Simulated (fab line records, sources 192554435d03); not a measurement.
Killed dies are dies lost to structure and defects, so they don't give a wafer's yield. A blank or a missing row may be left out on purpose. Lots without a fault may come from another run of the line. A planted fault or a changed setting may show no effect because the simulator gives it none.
fab line records | flow n5_finfet
record lots=3 wafers=9 last_day=20
route steps=1938 shown BEOL_M6@1230 BEOL_M7@1263 BEOL_M15@1830 PASSIVATION@1936
lots that met no fault: from a run of the same line without faults
start_h: hours from the record's first day to the start of the lot's first wafer shown | wait_h: hours since the lot's step before | " the same as in the row above | L1.1+2: a row that stands for several wafers | - no value, or no start given | * or withheld: withheld | < > ~ a bound
route shown NAME@n: a module of which the file shows steps, and the number in the route of the first | usual: mean/standard deviation of fault-free wafers | same: alike in all rows | chamber/n: place in a boat | sites: the reading at each site | _std_site: their standard deviation | _edge_site: outer sites' mean less inner sites' | radius_mm: how far each site lies from the wafer's centre | mask NAME#n: copy n | behind: the tool/chamber that last shaped the wafer | hold: why the lot was held/for how many hours/how that ended | device: the transistor (n, p or np) that didn't switch | end of line: the same wafers' tests at the end of the route | a step without rows: its recipe alone | killed: dies lost to structure and defects at the first sort, not the wafer's yield | map: a wafer's dies, x killed, . not, _ none there
set.NAME: the setting as run; set.NAME@STEP: as run at that earlier step | model.NAME: the simulator's own value behind a step, which no gauge read
lots at some steps of the route; a table a step, a row a wafer
services: from which hour (start_h, from the record's first day; less than 0 if before it) a tool's chamber was out of use, for how many hours, and why
## steps
# step N5_BEOL_M6_DESCUM_33
# recipe chemistry=O2 time_s=7 source_power_w=50 bias_power_w=20 pressure_mtorr=20 rf_frequency_hz=2.712e+07 temp_c=40 resist=CAR-EUV o2_flow_sccm=225
# step N5_BEOL_M6_ETCH_72
# recipe chemistry=N2/H2 target=underlayer target_depth_a=65 mask_material=CAR-EUV time_s=5.2 ion_energy_ev=200 pressure_mtorr=30 source_w=840 bias_w=150 n2_flow_sccm=200 h2_flow_sccm=200 ends=cleared
# step N5_BEOL_M6_ETCH_65
# recipe chemistry=CF4 target=SiARC target_depth_a=156 mask_material=CAR-EUV time_s=26 ion_energy_ev=80 pressure_mtorr=40 source_w=545 bias_w=36 Ar_flow_sccm=100 cf4_flow_sccm=100 ends=cleared
# step N5_BEOL_M6_ETCH_66
# recipe chemistry=N2/H2 target=SOC target_depth_a=800 overetch_a=160 mask_material=SiARC temp_c=40 time_s=120 ion_energy_ev=200 pressure_mtorr=30 source_w=840 bias_w=150 n2_flow_sccm=200 h2_flow_sccm=200
# step N5_BEOL_M6_STRIP_69
# recipe chemistry=N2/H2 temp_c=40 n2_flow_sccm=200 h2_flow_sccm=200 rf_frequency_hz=6e+07
# step N5_BEOL_M6_STRIP_73
# recipe chemistry=N2/H2 temp_c=40 n2_flow_sccm=200 h2_flow_sccm=200 rf_frequency_hz=6e+07
# step N5_BEOL_M6_VIA_ETCH_34
# recipe chemistry=C4F6/O2 target=SiCOH_lowk target_depth_a=1263 mask_material=SOC taper_deg=4 time_s=50.9 ion_energy_ev=250 pressure_mtorr=30 source_w=345 bias_w=185 Ar_flow_sccm=300 C4F6_flow_sccm=10 O2_flow_sccm=10
# step N5_BEOL_M6_STRIP_76
# recipe chemistry=C4F6/O2 resist=SiARC rf_frequency_hz=6e+07
# step N5_BEOL_M6_STRIP_36
# recipe chemistry=N2/H2 power_w=450 temp_c=40 pressure_mtorr=20 rf_frequency_hz=6e+07 overash_fraction=0.3 bias_power_w=7 h2_frac=0.5 n2_flow_sccm=200 h2_flow_sccm=200
# step N5_BEOL_M6_TRENCH_ETCH_37
# recipe chemistry=C4F6/O2 target_depth_a=944.35 target=SiCOH_lowk time_s=31.5 ion_energy_ev=250 pressure_mtorr=30 source_w=345 bias_w=185 Ar_flow_sccm=300 C4F6_flow_sccm=10 O2_flow_sccm=10
# usual bias_w=185.1/0.58 drypump_motor_current_A=5.7/0.56 oes_product_au=0.80/0.077 rf_vpp_V=669/21 run_length_s=55.1/0.32 showerhead_plenum_p_Torr=2.85/0.068 throttle_valve_pct=20.74/0.17
# columns lot.wafer tool chamber start_h wait_h bias_w drypump_motor_current_A oes_product_au rf_hours_counter_h rf_vpp_V run_length_s showerhead_plenum_p_Torr throttle_valve_pct model.BEOL_M6.feature_depth_nm model.etch.depth_nm model.TiN_of_BEOL_M6_HM_DEP_02.thk_nm
L324.1 rie_diel-05 2 282.76 - 184.8 5.4 0.74 171 677 55.2 2.87 20.77 95.2 95.2 17.4
L324.4 " 1 " " 185.6 6.4 0.81 67 642 55.2 2.79 20.67 91.8 91.79 17.8
L324.6 " 3 " " 185.1 5.3 0.87 - 688 55.3 2.78 20.71 93.2 93.14 17.4
L328.1 rie_diel-05 2 328.72 - 185.0 5.4 0.72 186 679 55.2 2.86 20.79 94.6 94.63 17
L328.3 " 1 " " 185.4 6.4 0.79 83 641 55.4 2.78 20.67 91.2 91.16 17.2
L328.6 " 2 " " 185.1 5.4 0.73 - 676 62.8 2.86 20.80 119.4 119.3 16.4
L341.3 rie_diel-04 3 392.13 - 185.1 6.5 0.88 26 630 55.0 2.88 20.45 95.2 95.13 16.8
L341.5 " 0 " " 185.2 5.8 0.86 - 670 55.5 2.82 20.72 93.6 93.55 17.2
L341.6 " 1 " " 185.5 6.3 0.78 - 692 55.3 2.87 21.11 93.8 93.74 16.8
# step N5_BEOL_M6_ETCH_41
# recipe chemistry=CH3F/O2 target=SiCN target_depth_a=297 taper_deg=2 time_s=52 ion_energy_ev=120 mask_material=TiN pressure_mtorr=30 source_w=395 bias_w=75 Ar_flow_sccm=150 CH3F_flow_sccm=30 O2_flow_sccm=20
# step N5_BEOL_M6_STRIP_80
# recipe chemistry=N2/H2 time_s=10 power_w=450 temp_c=40 pressure_mtorr=20 rf_frequency_hz=6e+07 bias_power_w=7 n2_flow_sccm=200 h2_flow_sccm=200
# step N5_BEOL_M6_OCD_MEAS_38
# usual trench_depth_nm=93.7/1.7
# columns lot.wafer tool chamber start_h wait_h trench_depth_nm
L324.1 ocd-02 - 282.91 - 94.9
L324.4 " - " " 91.3
L324.6 " - " " 92.8
L328.1 ocd-01 - 328.88 - 94.8
L328.3 " - " " 91.4
L328.6 " - " " 119.1
L341.3 ocd-02 - 392.28 - 94.9
L341.5 " - " " 93.7
L341.6 " - " " 93.7
# step N5_BEOL_M6_HM_STRIP_39
# recipe chemistry=peroxide_tin_strip material=TiN target_depth_a=250 temp_c=50 time_s=158
# step N5_BEOL_M6_SRD_40
# recipe time_s=30 temp_c=23 rinse_liquid=diw dry=ipa_marangoni
# step N5_BEOL_M6_PRECLEAN_42
# recipe chemistry=residue_remover time_s=60 temp_c=40
# step N5_BEOL_M6_SRD_43
# recipe time_s=30 temp_c=23 rinse_liquid=diw dry=ipa_marangoni
# step N5_BEOL_M6_CURE_75
# recipe temp_c=370 time_s=120 ambient=DMADMS/He material=SiCOH_lowk
# step N5_BEOL_M6_DEGAS_44
# recipe ambient=vacuum temp_c=250 time_s=60
# step N5_BEOL_M6_PRE_CLEAN_45
# recipe gas=H2/He time_s=30 temp_c=250
# step N5_BEOL_M6_ALD_77
# recipe material=TaN target_thk_a=20 temp_c=275 ald_precursor_family=PDMAT ald_co_reactant=NH3 pressure_torr=3 carrier_flow_sccm=1500 pulse_time_s=2 purge_time_s=3 co_reactant_purge_time_s=2 co_reactant_pulse_time_s=3 ald_cycles=40 precursor_vessel_temp_c=75 precursor_vessel_pressure_torr=26.25 precursor_vessel_carrier_sccm=1000
# step N5_BEOL_M6_SURFACE_TREAT_79
# recipe gas=Ar time_s=* ion_energy_ev=* ion_current_ma_cm2=0.5 pressure_mtorr=* ar_flow_sccm=30
# step N5_BEOL_M6_CVD_78
# recipe material=Co target_thk_a=20 temp_c=withheld precursor=CCTBA/H2 pressure_torr=30 time_s=142.3
# step N5_BEOL_M6_SPUTTER_48
# recipe material=Cu target_thk_a=100 temp_c=-20 bias_v=60 power_w=26000 chamber_pressure_pa=0.13 time_s=1.667
# step N5_BEOL_M6_ECD_50
# recipe material=Cu target_thk_a=3000
# step N5_BEOL_M6_ANNEAL_51
# recipe temp_c=225 time_s=90 ambient=N2
# step N5_BEOL_M6_CMP_52
# recipe stop_on=SiCOH_lowk t_overpolish_s=6.9 down_force_psi=1 platen_rpm=50 clearing_platen_down_force_psi=1.5 clearing_platen_rpm=50 post_cmp_clean=cu_alkaline target_thk_nm=80 clearing_platen_pad_velocity_m_s=0.99484 pad_velocity_m_s=0.99484
# usual barrier_field_endpoint_s=29.6/0.96 motor_current_A=6.0/0.58 overpolish_run_s=6.901/0.0091 slurry_filter_dp_kPa=13.50/0.12 time_to_endpoint_s=65/4.6
# columns lot.wafer tool chamber start_h wait_h barrier_field_endpoint_s motor_current_A overpolish_run_s slurry_filter_dp_kPa time_to_endpoint_s model.Cu_of_BEOL_M6_ECD_50.thk_nm
L324.1 cmp-03 2 286.87 0.3 30.5 5.2 6.900 13.62 70 83
L324.4 " 3 " " 30.3 6.2 6.902 13.68 67 80.8
L324.6 " 3 " " 31.0 6.0 6.906 13.44 70 82.4
L328.1 cmp-02 2 330.99 0.3 28.7 6.5 6.904 13.44 61 79.6
L328.3 " 3 " " 27.5 6.2 6.905 13.41 58 77.2
L328.6 " 1 " " 29.2 6.9 6.891 13.46 63 106.4
L341.3 cmp-02 3 394.80 0.3 29.1 6.5 6.899 13.46 62 80.6
L341.5 " 1 " " 30.4 6.9 6.885 13.53 64 79.8
L341.6 " 2 " " 28.9 6.5 6.902 13.51 61 79.8
# step N5_BEOL_M6_THK_MEAS_53
# recipe thk_meas_gauge=xrf reads=Cu_of_BEOL_M6_ECD_50
# usual M6_THK=81.5/2.2
# columns lot.wafer tool chamber start_h wait_h M6_THK[nm]
L324.1 film_metro-01 - 287.17 - 85.0
L324.4 " - " " 82.1
L324.6 " - " " 84.0
L328.1 film_metro-02 - 331.21 - 80.8
L328.3 " - " " 78.6
L328.6 " - " " 108.0
L341.3 film_metro-02 - 395.03 0.2 82.1
L341.5 " - " " 81.2
L341.6 " - " " 81.5
# step N5_BEOL_M6_PRE_CLEAN_55
# recipe gas=NH3 time_s=15 temp_c=withheld rf_power_w=300
# step N5_BEOL_M6_DEP_56
# recipe material=SiCN target_thk_a=100 temp_c=withheld precursor=3MS/NH3 pressure_torr=3 rf_w=202 time_s=17.5
# step N5_BEOL_M6_RS_MEAS_57
# recipe thk_meas_gauge=four-point-probe reads=Cu_of_BEOL_M6_ECD_50+Co_of_BEOL_M6_CVD_78+TaN_of_BEOL_M6_ALD_77
# usual M6_RS=0.286/0.009
# columns lot.wafer tool chamber start_h wait_h M6_RS[ohm/sq]
L324.1 film_metro-02 - 287.30 0.1 0.275
L324.4 " - " " 0.283
L324.6 " - " " 0.277
L328.1 film_metro-02 - 331.34 0.1 0.289
L328.3 " - " " 0.299
L328.6 " - " " 0.207
L341.3 film_metro-02 - 395.16 0.1 0.283
L341.5 " - " " 0.287
L341.6 " - " " 0.287
# step N5_BEOL_M7_ILD_DEP_00
# recipe material=SiCOH_lowk target_thk_a=1797.5 temp_c=300 precursor=DEMS/porogen pressure_torr=5 rf_w=500 time_s=33.4
# step N5_BEOL_M7_CURE_74
# recipe temp_c=385 time_s=240 ambient=He/Ar material=SiCOH_lowk
# step N5_BEOL_M7_PECVD_70
# recipe material=SiO2 target_thk_a=200 temp_c=400 precursor=TEOS/O2 pressure_torr=5.5 rf_w=450 teos_flow_sccm=53.8 gas=O2 flow_sccm=3000 time_s=22.7
# step N5_BEOL_M7_HM_DEP_02
# recipe material=TiN target_thk_a=200 temp_c=25 chamber_pressure_pa=0.49996
# step N5_BEOL_M7_COAT_59
# recipe resist=SOC temp_c=250 time_s=60 spin_rpm=1500 resist_thk_nm=100
# step N5_BEOL_M15_RC_MEAS_101
# usual COMB_M10=1.49e-11/2.8e-12 COMB_M11=1.5e-11/3.2e-12 COMB_M12=6.1e-12/1.2e-12 COMB_M13=4.8e-12/1e-12 COMB_M14=3.3e-12/8.1e-13 COMB_M14_max_site=5e-12/1.2e-12 COMB_M15=2.3e-12/6e-13 COMB_M5=3.5e-11/6.3e-12 COMB_M7=2.6e-11/5.1e-12 COMB_M8=2.6e-11/5.6e-12 COMB_M9=1.38e-11/2.8e-12 COMB_M9_max_site=2e-11/4.8e-12 SERP_M10=3.07/0.099 SERP_M11=3.02/0.1 SERP_M12=0.632/0.018 SERP_M13=0.310/0.0077 SERP_M14=0.163/0.0062 SERP_M5=38.1/2 SERP_M6=13.9/0.69 SERP_M6_max_site=14.5/0.75 SERP_M7=13.7/0.67 SERP_M8=13.6/0.64 SERP_M8_max_site=14.2/0.72 SERP_M9=2.98/0.1
# columns lot.wafer tool chamber start_h wait_h COMB_M10[S/m] COMB_M11[S/m] COMB_M12[S/m] COMB_M13[S/m] COMB_M14[S/m] COMB_M14_max_site[S/m] COMB_M15[S/m] COMB_M5[S/m] COMB_M7[S/m] COMB_M8[S/m] COMB_M9[S/m] COMB_M9_max_site[S/m] SERP_M10[ohm/um] SERP_M11[ohm/um] SERP_M12[ohm/um] SERP_M13[ohm/um] SERP_M14[ohm/um] SERP_M5[ohm/um] SERP_M6[ohm/um] SERP_M6_max_site[ohm/um] SERP_M7[ohm/um] SERP_M8[ohm/um] SERP_M8_max_site[ohm/um] SERP_M9[ohm/um]
L324.1 prober-02 0 349.07 0.0 1.74e-11 1.7e-11 5.7e-12 5.3e-12 3.3e-12 4.3e-12 1.8e-12 4.2e-11 2.6e-11 3.2e-11 1.27e-11 1.4e-11 3.04 2.93 0.609 0.302 0.168 37.9 13.4 13.6 12.3 13.4 13.9 2.99
L324.4 " 0 " " 1.31e-11 1.4e-11 6.2e-12 4.2e-12 2.5e-12 3e-12 1.5e-12 3.6e-11 2.3e-11 3.9e-11 1.42e-11 1.8e-11 3.11 2.98 0.650 0.316 0.170 38.0 14.5 14.9 12.8 13.2 13.6 3.14
L324.6 " 0 " " 1.61e-11 1.8e-11 5.6e-12 4.7e-12 2.7e-12 5.2e-12 2.2e-12 3.5e-11 2.7e-11 3.4e-11 1.31e-11 2e-11 2.97 3.02 0.673 0.317 0.168 39.8 14.6 15.2 14.7 13.5 14.1 3.14
L328.1 prober-02 0 403.70 0.0 1.35e-11 1.1e-11 4.9e-12 4e-12 3.4e-12 5.1e-12 1.9e-12 3.8e-11 3.2e-11 2.7e-11 1.47e-11 2.2e-11 3.16 2.96 0.664 0.297 0.157 37.8 13.0 13.4 14.3 13.7 14.0 3.12
L328.3 " 0 " " 1.81e-11 1.4e-11 4.5e-12 3.7e-12 4.3e-12 6.3e-12 3.1e-12 4e-11 2.5e-11 1.9e-11 1.03e-11 1.3e-11 2.94 2.99 0.635 0.308 0.160 37.8 13.5 13.9 14.2 14.1 14.5 2.85
L328.6 " 0 " " 1.31e-11 1.5e-11 4.5e-12 6.5e-12 3e-12 4.4e-12 2.7e-12 3e-11 3.7e-11 3.3e-11 9.7e-12 2.1e-11 3.00 2.99 0.637 0.310 0.156 36.9 9.3 9.7 12.7 13.6 14.3 2.86
L341.3 prober-01 0 461.57 0.3 1.23e-11 1.6e-11 6.5e-12 5.6e-12 3.5e-12 5.4e-12 2.2e-12 2.8e-11 2.9e-11 2.4e-11 1.28e-11 1.8e-11 3.27 3.10 0.652 0.309 0.175 38.4 12.9 13.5 14.1 13.6 14.2 2.95
L341.5 " 0 " " 1.53e-11 1.4e-11 6.6e-12 4.7e-12 3.7e-12 5.7e-12 1.8e-12 3.8e-11 3.2e-11 2.9e-11 1.36e-11 1.7e-11 2.98 3.12 0.645 0.314 0.159 36.3 13.3 13.8 13.7 14.1 14.6 2.99
L341.6 " 0 " " 1.19e-11 1.4e-11 4.9e-12 5e-12 3.2e-12 3.7e-12 2.7e-12 2.7e-11 2.8e-11 1.5e-11 1.16e-11 1.8e-11 3.06 3.09 0.611 0.313 0.157 41.9 12.9 13.5 13.4 13.7 14.1 2.69
# sites SERP_M6 radius_mm=0,75,75,75,75,140,140,140,140
L324.1 13.1 13.3 13.6 13.6 13.4 13.4 13.5 13.6 13.2
L328.1 12.8 12.9 13.2 13.0 13.1 12.9 13.4 12.6 13.4
L341.3 13.5 13.2 12.8 13.1 13.2 12.9 12.5 12.1 12.9
# step N5_PASSIVATION_PROBE_49
# usual defect_limited_yield=91.4/1.4 killed_at_M0_to_M3=34/9.1 killed_at_M4_up=14/5.2 killed_at_contacts=12/6.4 killed_at_front_end=38/11 killed_at_other=3.7/2.8 killed_dies=102/17 killed_open=68/13 killed_short=32/7.8 sort_bin_5_function=5.1/1 sort_bin_6_memory=3.2/0.66 sort_bin_8_speed=0.1/0.92 sort_n_pass=1076/19 sort_yield_pct=91.2/1.6
# same gross_dies=1180 killed_at_back_side=0 sort_bin_4_leakage[%]=0
# columns lot.wafer tool chamber start_h wait_h defect_limited_yield[%] killed_at_M0_to_M3 killed_at_M4_up killed_at_contacts killed_at_front_end killed_at_other killed_dies killed_open killed_short sort_bin_5_function[%] sort_bin_6_memory[%] sort_bin_8_speed[%] sort_n_pass sort_yield_pct[%]
L324.1 prober-02 - 363.42 0.0 92.2 27 10 11 42 2 92 60 27 4.4 3.1 0 1088 92.2
L324.4 prober-02 - 363.57 0.2 92.4 44 6 8 28 4 90 59 25 4.5 2.9 0.1 1090 92.4
L324.6 prober-02 - 363.67 0.3 93.1 25 11 14 31 1 82 64 17 3.6 3.3 0 1098 93.1
L341.3 prober-01 - 477.25 0.1 90.8 40 18 17 30 4 109 81 24 6.1 3.1 0 1071 90.8
L341.5 prober-01 - 477.35 0.2 89.7 34 23 28 31 6 122 81 40 6.2 3.6 0 1058 89.7
L341.6 prober-01 - 477.40 0.3 91.6 33 15 11 33 7 99 68 26 5.7 2.3 0 1081 91.6
# killed by level:class
L324.1 DUMMY_GATE:geometric_particle:open=16 MOL_CONTACT_COAG:geometric_particle:open=10 BEOL_M0_SAQP:geometric_particle:short=9 BEOL_M4:geometric_particle:open=8 FIN_SAQP:geometric_particle:short=6 BEOL_M3:geometric_particle:open=6 STI_FIN_REVEAL:geometric_particle:open=4 BEOL_M2:geometric_particle:open=4
L324.4 BEOL_M2:geometric_particle:open=11 BEOL_M1:geometric_particle:open=9 MOL_CONTACT_COAG:geometric_particle:open=8 BEOL_M0:geometric_particle:open=8 FIN_SAQP:geometric_particle:short=7 BEOL_M0_SAQP:geometric_particle:short=7 FIN_SAQP:geometric_particle:open=4 STI_FIN_REVEAL:geometric_particle:open=4
L324.6 MOL_CONTACT_COAG:geometric_particle:open=12 BEOL_M3:geometric_particle:open=8 STI_FIN_REVEAL:geometric_particle:open=6 DUMMY_GATE:geometric_particle:open=6 BEOL_M0:geometric_particle:open=5 BEOL_M4:geometric_particle:open=5 FIN_SAQP:geometric_particle:short=3 GATE_CUT:geometric_particle:short=3
L341.3 MOL_CONTACT_COAG:geometric_particle:open=14 STI_FIN_REVEAL:geometric_particle:open=10 BEOL_M1:geometric_particle:open=9 BEOL_M2:geometric_particle:open=9 BEOL_M4:geometric_particle:open=7 FIN_SAQP:geometric_particle:open=6 BEOL_M0_SAQP:geometric_particle:open=5 BEOL_M0_SAQP:geometric_particle:short=5
L341.5 MOL_CONTACT_COAG:geometric_particle:open=22 BEOL_M3:geometric_particle:open=11 BEOL_M0_SAQP:geometric_particle:short=7 BEOL_M0:geometric_particle:open=7 BEOL_M4:geometric_particle:open=7 STI_FIN_REVEAL:geometric_particle:open=6 MOL_CONTACT_COAG:geometric_particle:short=6 FIN_SAQP:geometric_particle:open=5
L341.6 FIN_SAQP:geometric_particle:open=12 MOL_CONTACT_COAG:geometric_particle:open=9 BEOL_M3:geometric_particle:open=9 BEOL_M0_SAQP:geometric_particle:open=8 STI_FIN_REVEAL:geometric_particle:open=7 BEOL_M0_SAQP:geometric_particle:short=5 BEOL_M1:geometric_particle:open=5 BEOL_M4:geometric_particle:open=5
## services
# columns tool chamber start_h hours kind
cmp-02 - 278.14 6.8 pm
cmp-03 - 278.64 4.0 pm
cmp-03 - 282.64 - consumable_replace:conditioner
cmp-03 - 282.64 - consumable_replace:pad
rie_diel-04 3 304.27 - clean
rie_diel-04 3 304.27 - consumable_replace:focus_ring
rie_diel-04 3 304.27 19.4 scheduled_down
rie_diel-04 3 304.27 19.4 vent_cycle
cmp-02 - 316.58 2.1 repair
cmp-03 - 353.81 6.1 pm
rie_diel-04 2 364.60 12.6 repair
## key
first_sign step=N5_BEOL_M6_TRENCH_ETCH_37 reading=run_length_s direction=up sigmas=24 usual=* struck=*
effect step=N5_BEOL_M6_OCD_MEAS_38 reading=trench_depth_nm direction=up sigmas=15 usual=93.7 struck=119.1
effect step=N5_BEOL_M6_THK_MEAS_53 reading=M6_THK direction=up sigmas=12 usual=81.5 struck=108.0
effect step=N5_BEOL_M6_RS_MEAS_57 reading=M6_RS direction=down sigmas=8.8 usual=0.286 struck=0.207
effect step=N5_BEOL_M15_RC_MEAS_101 reading=SERP_M6 direction=down sigmas=6.8 usual=13.9 struck=9.3
model_effect step=N5_BEOL_M6_TRENCH_ETCH_37 value=BEOL_M6.feature_depth_nm without=95.4 struck=119.4
model_effect step=N5_BEOL_M6_CMP_52 value=Cu_of_BEOL_M6_ECD_50.thk_nm without=82.4 struck=106.4
met_at N5_BEOL_M6_TRENCH_ETCH_37
struck_wafers L328.6
onset_between 282.76 328.72
fault kind=process_parameter_drift tool=rie_diel-05 chamber=- onset_h=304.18 steps=N5_BEOL_M6_TRENCH_ETCH_37 channel=time_s offset=* shape=step end_h=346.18 scope=struck_wafers_only acts_in=* stated=*
